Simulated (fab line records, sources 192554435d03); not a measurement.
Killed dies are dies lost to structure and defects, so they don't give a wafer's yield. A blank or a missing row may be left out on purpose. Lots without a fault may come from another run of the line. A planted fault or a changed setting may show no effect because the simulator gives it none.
fab line records | flow n5_finfet
record lots=7 wafers=39
route steps=1938 shown DUMMY_GATE@228 GATE_CUT@466
start_h: hours from the record's first day to the start of the lot's first wafer shown | wait_h: hours since the lot's step before | " the same as in the row above | L1.1+2: a row that stands for several wafers | - no value, or no start given | * or withheld: withheld | < > ~ a bound
route shown NAME@n: a module of which the file shows steps, and the number in the route of the first | usual: mean/standard deviation of fault-free wafers | same: alike in all rows | chamber/n: place in a boat | sites: the reading at each site | _std_site: their standard deviation | _edge_site: outer sites' mean less inner sites' | radius_mm: how far each site lies from the wafer's centre | mask NAME#n: copy n | behind: the tool/chamber that last shaped the wafer | hold: why the lot was held/for how many hours/how that ended | device: the transistor (n, p or np) that didn't switch | end of line: the same wafers' tests at the end of the route | a step without rows: its recipe alone | killed: dies lost to structure and defects at the first sort, not the wafer's yield | map: a wafer's dies, x killed, . not, _ none there
set.NAME: the setting as run; set.NAME@STEP: as run at that earlier step | model.NAME: the simulator's own value behind a step, which no gauge read
lots whose settings were changed on purpose; a table a step, a row a wafer
## steps
# step N5_DUMMY_GATE_EXPOSE_12
# recipe mask_id=GATE na=0.33 source_shape=annular sigma_inner=0.2 sigma_outer=0.6 polarization=unpolarized target_cd_nm=25 dose_mj=34
# columns lot.wafer tool chamber start_h wait_h mask set.dose_mj
L074.1+2+5 euv_scanner-01 0 53.57 - GATE#0 32.49
L074.3+4+6 " 0 " " GATE#0 34
L079.1+2+6 euv_scanner-02 0 77.29 - GATE#0 36.41
L079.3+4+5 " 0 " " GATE#0 34
L080.1+3+6 euv_scanner-02 0 82.94 - GATE#0 32.16
L080.2+4+5 " 0 " " GATE#0 34
L085.1+3+5 euv_scanner-02 0 113.43 - GATE#0 34
L085.2+4+6 " 0 " " GATE#0 35.06
L089.2+3+5 euv_scanner-02 0 140.87 - GATE#0 34
L093.1+3+4 euv_scanner-01 0 163.06 - GATE#0 31.46
L093.2+5+6 " 0 " " GATE#0 34
L097.1+2+3 euv_scanner-01 0 182.89 - GATE#0 35.41
L097.4+5+6 " 0 " " GATE#0 34
# step N5_DUMMY_GATE_PEB_13
# recipe peb_temp_c=100 peb_time_s=60 resist=CAR-EUV
# step N5_DUMMY_GATE_DEVELOP_14
# recipe develop_time_s=30 developer=TMAH resist=CAR-EUV rinse_liquid=surfactant_rinse dry=air_spin dev_temp_c=23
# step N5_DUMMY_GATE_CD_MEAS_15
# recipe target_cd_nm=25.8 landing_energy_ev=500 detector=se_inlens
# usual cd_nm=24.96/0.23
# columns lot.wafer tool chamber start_h wait_h set.dose_mj@DUMMY_GATE_EXPOSE_12 cd_nm
L074.1 cd_sem-03 0 53.70 - 32.49 25.77
L074.2 " 0 " " 32.49 25.78
L074.3 " 0 " " 34 25.19
L074.4 " 0 " " 34 24.74
L074.5 " 0 " " 32.49 25.74
L074.6 " 0 " " 34 24.97
L079.1 cd_sem-01 0 77.42 - 36.41 24.32
L079.2 " 0 " " 36.41 23.84
L079.3 " 0 " " 34 25.25
L079.4 " 0 " " 34 24.89
L079.5 " 0 " " 34 25.49
L079.6 " 0 " " 36.41 24.23
L080.1 cd_sem-01 0 83.07 - 32.16 26.11
L080.2 " 0 " " 34 24.64
L080.3 " 0 " " 32.16 26.47
L080.4 " 0 " " 34 24.85
L080.5 " 0 " " 34 25.17
L080.6 " 0 " " 32.16 26.10
L085.1 cd_sem-03 0 113.56 - 34 24.66
L085.2 " 0 " " 35.06 24.37
L085.3 " 0 " " 34 24.83
L085.4 " 0 " " 35.06 24.07
L085.5 " 0 " " 34 24.81
L085.6 " 0 " " 35.06 24.52
L089.2 cd_sem-02 0 140.99 - 34 24.82
L089.3 " 0 " " 34 25.14
L089.5 " 0 " " 34 24.59
L093.1 cd_sem-03 0 163.19 - 31.46 26.31
L093.2 " 0 " " 34 25.10
L093.3 " 0 " " 31.46 26.32
L093.4 " 0 " " 31.46 26.82
L093.5 " 0 " " 34 25.25
L093.6 " 0 " " 34 25.18
L097.1 cd_sem-03 0 183.02 - 35.41 23.77
L097.2 " 0 " " 35.41 24.06
L097.3 " 0 " " 35.41 24.08
L097.4 " 0 " " 34 25.09
L097.5 " 0 " " 34 24.60
L097.6 " 0 " " 34 24.67
# step N5_DUMMY_GATE_STRIP_38
# recipe chemistry=N2/H2 temp_c=40 n2_flow_sccm=200 h2_flow_sccm=200 rf_frequency_hz=6e+07
# step N5_DUMMY_GATE_STRIP_39
# recipe chemistry=N2/H2 temp_c=40 n2_flow_sccm=200 h2_flow_sccm=200 rf_frequency_hz=6e+07
# step N5_DUMMY_GATE_TRIM_49
# recipe chemistry=O2 resist=SOC time_s=29 target_cd_nm=14 source_power_w=300 bias_power_w=0 O2_flow_sccm=100 temp_c=20
# columns lot.wafer tool chamber start_h wait_h set.dose_mj@DUMMY_GATE_EXPOSE_12 model.DUMMY_GATE.cd_nm
L074.1+5 rie_si-01 3 54.06 0.0 32.49 15
L074.2 " 1 " " 32.49 14.8
L074.3+6 " 0,2 " " 34 14
L074.4 " 2 " " 34 13.8
L079.1 rie_si-03 0 77.81 0.0 36.41 13.2
L079.2 " 1 " " 36.41 13.4
L079.3 " 2 " " 34 14.4
L079.4 " 3 " " 34 14.6
L079.5 " 2 " " 34 14.8
L079.6 " 3 " " 36.41 12.8
L080.1 rie_si-06 2 83.43 0.0 32.16 15.2
L080.2 " 3 " " 34 13.8
L080.3 " 1 " " 32.16 15.4
L080.4 " 0 " " 34 14
L080.5 " 3 " " 34 14.6
L080.6 " 2 " " 32.16 15
L085.1 rie_si-03 3 113.92 0.0 34 13
L085.2 " 1 " " 35.06 13.8
L085.3 " 2 " " 34 14.2
L085.4+6 " 0,1 " " 35.06 13.2
L085.5 " 0 " " 34 13.4
L089.2+3 rie_si-06 3,0 141.39 0.0 34 14.4
L089.5 " 0 " " 34 14
L093.1+3+4 rie_si-01 0,1,3 163.55 0.0 31.46 15.6
L093.2 " 2 " " 34 14
L093.5 " 3 " " 34 14.2
L093.6 " 2 " " 34 14.6
L097.1 rie_si-06 0 183.37 0.0 35.41 13
L097.2 " 1 " " 35.41 12.8
L097.3 " 3 " " 35.41 13.6
L097.4 " 2 " " 34 14.2
L097.5 " 2 " " 34 13.8
L097.6 " 3 " " 34 14.4
# step N5_DUMMY_GATE_STRIP_40
# recipe chemistry=CF4 resist=SiARC power_w=300 bias_power_w=75 pressure_mtorr=50 cf4_flow_sccm=150 rf_frequency_hz=6e+07
# step N5_DUMMY_GATE_ETCH_32
# recipe chemistry=CF4 target=SiO2 target_depth_a=35 time_s=3.9 ion_energy_ev=350 pressure_mtorr=10 icp_w=800 bias_w=400 cf4_flow_sccm=80
# step N5_DUMMY_GATE_ETCH_23
# recipe chemistry=HBr/Cl2/O2 HBr_flow_sccm=150 Cl2_flow_sccm=80 O2_flow_sccm=12 bias_w=102 target_depth_a=410 time_s=22.3 target=poly-Si mask_material=SiO2 pressure_mtorr=10 icp_w=800
# step N5_DUMMY_GATE_ETCH_44
# recipe chemistry=HBr/O2 over_etch_frac=0.7 target_depth_a=1275 stop_on=SiO2 ion_energy_ev=60 bias_w=20 target=poly-Si mask_material=SiO2 pressure_mtorr=20 icp_w=400 HBr_flow_sccm=120 O2_flow_sccm=10
# columns lot.wafer tool chamber start_h wait_h set.dose_mj@DUMMY_GATE_EXPOSE_12 model.DUMMY_GATE.cd_nm
L074.1 rie_si-03 1 54.59 0.0 32.49 16.2
L074.2 " 2 " " 32.49 15.8
L074.3+6 " 3 " " 34 15
L074.4 " 0 " " 34 14.6
L074.5 " 2 " " 32.49 16
L079.1 rie_si-06 1 78.34 0.0 36.41 14.6
L079.2 " 3 " " 36.41 14.4
L079.3+5 " 2,3 " " 34 16
L079.4 " 0 " " 34 15.8
L079.6 " 0 " " 36.41 14
L080.1 rie_si-06 1 83.96 0.0 32.16 16.2
L080.2+4 " 0,3 " " 34 15
L080.3 " 2 " " 32.16 16.4
L080.5 " 3 " " 34 15.6
L080.6 " 2 " " 32.16 16
L085.1 rie_si-06 0 114.50 0.0 34 14
L085.2 " 3 " " 35.06 14.6
L085.3 " 2 " " 34 15.4
L085.4 " 1 " " 35.06 14
L085.5 " 0 " " 34 14.4
L085.6 " 1 " " 35.06 14.4
L089.2 rie_si-01 3 141.92 0.0 34 15.8
L089.3 " 0 " " 34 15.4
L089.5 " 2 " " 34 14.8
L093.1 rie_si-06 0 164.08 0.0 31.46 16.6
L093.2 " 1 " " 34 14.8
L093.3 " 2 " " 31.46 16.8
L093.4 " 3 " " 31.46 16.4
L093.5 " 2 " " 34 15
L093.6 " 1 " " 34 15.6
L097.1 rie_si-01 2 183.91 0.0 35.41 14
L097.2 " 0 " " 35.41 14.2
L097.3 " 3 " " 35.41 14.6
L097.4 " 1 " " 34 15.2
L097.5 " 1 " " 34 14.8
L097.6 " 0 " " 34 16
# step N5_DUMMY_GATE_ETCH_42
# recipe chemistry=CHF3/O2 target=SiO2 target_depth_a=35 time_s=31 ion_energy_ev=30 bias_w=12 pressure_mtorr=30 source_w=600 Ar_flow_sccm=200 CHF3_flow_sccm=50 O2_flow_sccm=5
# columns lot.wafer tool chamber start_h wait_h set.dose_mj@DUMMY_GATE_EXPOSE_12 model.DUMMY_GATE.cd_nm
L074.1 rie_diel-01 1 54.75 0.0 32.49 16.2
L074.2 " 2 " " 32.49 15.8
L074.3 " 0 " " 34 15.2
L074.4 " 3 " " 34 14.6
L074.5 " 0 " " 32.49 16
L074.6 " 3 " " 34 15
L079.1+2 rie_diel-01 3,2 78.54 0.1 36.41 14.6
L079.3+5 " 0,3 " " 34 16
L079.4 " 1 " " 34 15.8
L079.6 " 0 " " 36.41 14.2
L080.1 rie_diel-04 0 84.12 0.0 32.16 16.2
L080.2 " 1 " " 34 14.8
L080.3 " 3 " " 32.16 16.4
L080.4 " 2 " " 34 15
L080.5 " 2 " " 34 15.6
L080.6 " 1 " " 32.16 15.8
L085.1 rie_diel-03 0 114.66 0.0 34 14.2
L085.2 " 3 " " 35.06 14.6
L085.3 " 2 " " 34 15.4
L085.4 " 1 " " 35.06 14
L085.5 " 2 " " 34 14.4
L085.6 " 1 " " 35.06 14.4
L089.2 rie_diel-04 2 142.16 0.1 34 15.8
L089.3 " 0 " " 34 15.4
L089.5 " 0 " " 34 15
L093.1+4 rie_diel-03 3,0 164.24 0.0 31.46 16.6
L093.2 " 2 " " 34 14.8
L093.3 " 1 " " 31.46 17
L093.5 " 1 " " 34 15.2
L093.6 " 2 " " 34 15.6
L097.1 rie_diel-04 1 184.14 0.1 35.41 14
L097.2 " 3 " " 35.41 14.2
L097.3 " 2 " " 35.41 14.6
L097.4 " 0 " " 34 15.2
L097.5 " 0 " " 34 14.8
L097.6 " 3 " " 34 15.8
# step N5_GATE_CUT_ETCH_56
# recipe chemistry=Cl2/Ar target=TiN target_depth_a=216 pressure_mtorr=10 icp_w=600 bias_w=60 Cl2_flow_sccm=40 Ar_flow_sccm=60
# columns lot.wafer tool chamber start_h wait_h set.icp_w model.etch.depth_nm
L074.1 rie_metal-02 0 87.12 0.2 600 21.78
L074.2 " 0 " " 600 21.9
L074.3 " 0 " " 600 21.7
L074.4 " 0 " " 600 21.94
L074.5 " 0 " " 600 21.83
L074.6 " 0 " " 600 22.02
L079.1 rie_metal-01 0 112.63 0.1 600 21.73
L079.2 " 1 " " 600 21.39
L079.3 " 1 " " 638 22.41
L079.4 " 0 " " 600 21.51
L079.5 " 1 " " 638 22.52
L079.6 " 0 " " 638 22.77
L080.1 rie_metal-01 0 116.98 0.2 538.9 19.56
L080.2 " 0 " " 600 21.62
L080.3 " 0 " " 538.9 19.66
L080.4 " 0 " " 538.9 19.65
L080.5 " 0 " " 600 21.51
L080.6 " 0 " " 600 21.5
L085.1 rie_metal-03 0 148.21 0.1 600 21.33
L085.2 " 1 " " 600 22.32
L085.3 " 0 " " 600 21.52
L085.4+5 " 1 " " 560.4 20.95
L085.6 " 0 " " 560.4 20.37
L089.2+3 rie_metal-03 1 173.17 0.1 600 22.23
L089.5 " 1 " " 600 22.27
L093.1 rie_metal-03 1 195.97 0.1 600 21.91
L093.2 " 0 " " 600 21.3
L093.3 " 0 " " 600 21.17
L093.4 " 1 " " 600 22.04
L093.5 " 0 " " 600 21.36
L093.6 " 1 " " 600 21.94
L097.1 rie_metal-02 1 219.72 0.1 600 20.93
L097.2 " 0 " " 600 21.95
L097.3 " 1 " " 561.5 19.69
L097.4 " 0 " " 561.5 20.74
L097.5 " 0 " " 600 21.83
L097.6 " 1 " " 561.5 19.84
# step N5_GATE_CUT_EXPOSE_10
# recipe mask_id=GATE_CUT na=0.33 source_shape=annular sigma_inner=0.35 sigma_outer=0.8 polarization=unpolarized target_cd_nm=20 dose_mj=43.25
# columns lot.wafer tool chamber start_h wait_h mask set.dose_mj
L074.1+2+4 euv_scanner-01 0 90.82 - GATE_CUT#0 43.25
L074.3+5+6 " 0 " " GATE_CUT#0 44.9
L079.1+2+3+4+5+6 euv_scanner-01 0 116.08 - GATE_CUT#0 43.25
L080.1+2+3+4+5+6 euv_scanner-01 0 120.46 - GATE_CUT#0 43.25
L085.1+3+5 euv_scanner-02 0 151.66 - GATE_CUT#0 46.22
L085.2+4+6 " 0 " " GATE_CUT#0 43.25
L089.2+3+5 euv_scanner-01 0 176.65 - GATE_CUT#0 43.25
L093.1+3+6 euv_scanner-02 0 199.31 - GATE_CUT#0 43.25
L093.2+4+5 " 0 " " GATE_CUT#0 44.94
L097.1+2+3+4+5+6 euv_scanner-02 0 223.47 - GATE_CUT#0 43.25
# step N5_GATE_CUT_PEB_11
# recipe peb_temp_c=100 peb_time_s=60 resist=CAR-EUV
# step N5_GATE_CUT_DEVELOP_12
# recipe develop_time_s=30 developer=TMAH resist=CAR-EUV rinse_liquid=surfactant_rinse dry=air_spin dev_temp_c=23
# step N5_GATE_CUT_CD_MEAS_13
# recipe target_cd_nm=20 landing_energy_ev=500 detector=se_inlens
# usual cd_nm=19.95/0.27
# columns lot.wafer tool chamber start_h wait_h set.dose_mj@GATE_CUT_EXPOSE_10 cd_nm
L074.1 cd_sem-01 0 90.96 - 43.25 19.98
L074.2 " 0 " " 43.25 19.71
L074.3 " 0 " " 44.9 20.60
L074.4 " 0 " " 43.25 19.96
L074.5 " 0 " " 44.9 20.72
L074.6 " 0 " " 44.9 20.44
L079.1 cd_sem-02 0 116.21 - 43.25 19.78
L079.2 " 0 " " 43.25 19.80
L079.3 " 0 " " 43.25 19.77
L079.4 " 0 " " 43.25 19.63
L079.5 " 0 " " 43.25 19.88
L079.6 " 0 " " 43.25 19.76
L080.1 cd_sem-03 0 120.60 - 43.25 20.14
L080.2 " 0 " " 43.25 20.05
L080.3 " 0 " " 43.25 20.05
L080.4 " 0 " " 43.25 19.86
L080.5 " 0 " " 43.25 19.77
L080.6 " 0 " " 43.25 20.19
L085.1 cd_sem-02 0 151.80 - 46.22 21.16
L085.2 " 0 " " 43.25 19.50
L085.3 " 0 " " 46.22 21.22
L085.4 " 0 " " 43.25 20.14
L085.5 " 0 " " 46.22 21.07
L085.6 " 0 " " 43.25 20.29
L089.2 cd_sem-02 0 176.78 - 43.25 19.81
L089.3 " 0 " " 43.25 19.82
L089.5 " 0 " " 43.25 20.09
L093.1 cd_sem-02 0 199.45 - 43.25 19.99
L093.2 " 0 " " 44.94 20.64
L093.3 " 0 " " 43.25 19.90
L093.4 " 0 " " 44.94 21.07
L093.5 " 0 " " 44.94 20.74
L093.6 " 0 " " 43.25 20.36
L097.1 cd_sem-03 0 223.60 - 43.25 19.78
L097.2 " 0 " " 43.25 19.88
L097.3 " 0 " " 43.25 19.71
L097.4 " 0 " " 43.25 20.10
L097.5 " 0 " " 43.25 19.88
L097.6 " 0 " " 43.25 20.11
# step N5_GATE_CUT_DESCUM_18
# recipe chemistry=O2 time_s=7 source_power_w=50 bias_power_w=20 pressure_mtorr=20 rf_frequency_hz=2.712e+07 temp_c=40 resist=CAR-EUV o2_flow_sccm=225
# columns lot.wafer tool chamber start_h wait_h set.dose_mj@GATE_CUT_EXPOSE_10 model.GATE_CUT.cd_nm
L074.1+2+4 rie_diel-04 3,1,2 91.08 0.0 43.25 20
L074.3+5 " 0 " " 44.9 20.6
L074.6 " 3 " " 44.9 20.8
L079.1+3 rie_diel-01 3,1 116.33 0.0 43.25 19.4
L079.2+4+5+6 " 0,3,0,1 " " 43.25 19.6
L080.1+2+6 rie_diel-03 2,0,0 121.11 0.4 43.25 20.2
L080.3+4+5 " 1,3,3 " " 43.25 20
L085.1 rie_diel-01 0 151.97 0.1 46.22 21.2
L085.2 " 1 " " 43.25 19.8
L085.3+5 " 3,2 " " 46.22 21.4
L085.4 " 2 " " 43.25 20.2
L085.6 " 3 " " 43.25 20
L089.2+3 rie_diel-03 0,1 176.92 0.1 43.25 19.8
L089.5 " 2 " " 43.25 20
L093.1+3 rie_diel-01 3,2 199.57 0.0 43.25 19.8
L093.2+4 " 0,1 " " 44.94 20.6
L093.5 " 3 " " 44.94 20.4
L093.6 " 0 " " 43.25 20
L097.1+5+6 rie_diel-04 0,3,0 223.72 0.0 43.25 19.8
L097.2 " 2 " " 43.25 19.6
L097.3+4 " 3,2 " " 43.25 20
# step N5_GATE_CUT_ETCH_28
# recipe chemistry=N2/H2 target=underlayer target_depth_a=130 mask_material=CAR-EUV time_s=10.4 ion_energy_ev=200 pressure_mtorr=30 source_w=840 bias_w=150 n2_flow_sccm=200 h2_flow_sccm=200 ends=cleared
# step N5_GATE_CUT_ETCH_36
# recipe chemistry=CF4 target=SiARC target_depth_a=130 mask_material=CAR-EUV time_s=21.7 ion_energy_ev=80 pressure_mtorr=40 source_w=545 bias_w=36 Ar_flow_sccm=100 cf4_flow_sccm=100 ends=cleared
# columns lot.wafer tool chamber start_h wait_h set.dose_mj@GATE_CUT_EXPOSE_10 model.GATE_CUT.cd_nm
L074.1+4 rie_diel-04 3,2 91.13 0.0 43.25 20
L074.2 " 1 " " 43.25 19.8
L074.3+5 " 0 " " 44.9 20.4
L074.6 " 3 " " 44.9 20.6
L079.1+2+4+5 rie_diel-01 3,0,3,0 116.39 0.0 43.25 19.6
L079.3+6 " 1 " " 43.25 19.4
L080.1 rie_diel-03 2 121.17 0.0 43.25 20.4
L080.2+6 " 0 " " 43.25 20.2
L080.3 " 1 " " 43.25 20
L080.4+5 " 3 " " 43.25 19.8
L085.1 rie_diel-01 0 152.02 0.0 46.22 21.2
L085.2+6 " 1,3 " " 43.25 19.8
L085.3+5 " 3,2 " " 46.22 21.4
L085.4 " 2 " " 43.25 20.2
L089.2+3 rie_diel-03 0,1 176.98 0.0 43.25 19.8
L089.5 " 2 " " 43.25 20.2
L093.1+3+6 rie_diel-01 3,2,0 199.62 0.0 43.25 19.8
L093.2 " 0 " " 44.94 20.6
L093.4+5 " 1,3 " " 44.94 20.4
L097.1+3 rie_diel-04 0,3 223.78 0.0 43.25 19.8
L097.2+5+6 " 2,3,0 " " 43.25 19.6
L097.4 " 2 " " 43.25 20
## key
split step=N5_DUMMY_GATE_EXPOSE_12 setting=dose_mj stated=34 by=wafer
response step=N5_DUMMY_GATE_CD_MEAS_15 reading=cd_nm change=-0.181 per=1% r=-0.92
response step=N5_DUMMY_GATE_TRIM_49 reading=model.DUMMY_GATE.cd_nm change=-0.193 per=1% r=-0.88
response step=N5_DUMMY_GATE_ETCH_44 reading=model.DUMMY_GATE.cd_nm change=-0.209 per=1% r=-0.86
response step=N5_DUMMY_GATE_ETCH_42 reading=model.DUMMY_GATE.cd_nm change=-0.204 per=1% r=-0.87
split step=N5_GATE_CUT_ETCH_56 setting=icp_w stated=600 by=wafer
response step=N5_GATE_CUT_ETCH_56 reading=model.etch.depth_nm change=+0.183 per=1% r=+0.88
split step=N5_GATE_CUT_EXPOSE_10 setting=dose_mj stated=43.25 by=wafer
response step=N5_GATE_CUT_CD_MEAS_13 reading=cd_nm change=+0.177 per=1% r=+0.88
response step=N5_GATE_CUT_DESCUM_18 reading=model.GATE_CUT.cd_nm change=+0.186 per=1% r=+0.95
response step=N5_GATE_CUT_ETCH_36 reading=model.GATE_CUT.cd_nm change=+0.185 per=1% r=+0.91
